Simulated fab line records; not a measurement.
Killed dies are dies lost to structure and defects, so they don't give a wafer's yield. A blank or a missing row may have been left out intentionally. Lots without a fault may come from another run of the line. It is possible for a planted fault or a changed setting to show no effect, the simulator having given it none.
Matching of chambers	flow nand_harc	4 sister chambers for NHARC_A_WL_FILL_ALD_00 on ald_hk-01
The step deposits Al2O3, target thk 3 nm, pulse time 3 s, ald cycles 30. 4 wafers are shown with their chamber, then 8 later ones without.

## EACH WAFER AND ITS CHAMBER
wafer	chamber	heater_power_w (W)
L861.3	0	475
L863.1	3	450
L863.4	1	573
L870.2	2	570

## WAFERS MISSING THEIR CHAMBER
wafer	heater_power_w (W)
L870.5	594
L870.6	470
L874.1	447
L874.2	577
L874.3	570
L875.3	572
L875.4	575
L875.6	580

## WHICH CHAMBER EACH WENT THROUGH
wafer	from the rows above	in truth
L870.5	can't be placed: 1 or 2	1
L870.6	can't be placed: 0 or 3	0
L874.1	3	3
L874.2	can't be placed: 1 or 2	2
L874.3	can't be placed: 2 or 1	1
L875.3	can't be placed: 1 or 2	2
L875.4	can't be placed: 1 or 2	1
L875.6	can't be placed: 1 or 2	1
Correct placement for 1 of the 8. From these rows, 7 cannot be placed; in 7 the true chamber is one of the candidates. 0 placed wrongly.
How it was worked out, from the rows above alone: a wafer's distance from a chamber is the root of the sum, over the readings, of the square of ((its reading less the chamber's mean) divided by the reading's scatter). If the next closest chamber is less than 2 further off than the closest, the wafer can't be placed; otherwise it belongs to the closest. The mean given for a chamber averages the wafers shown for that chamber. The scatter: root of mean squared gap, hidden wafer to nearest shown wafer, with one shown wafer a chamber.
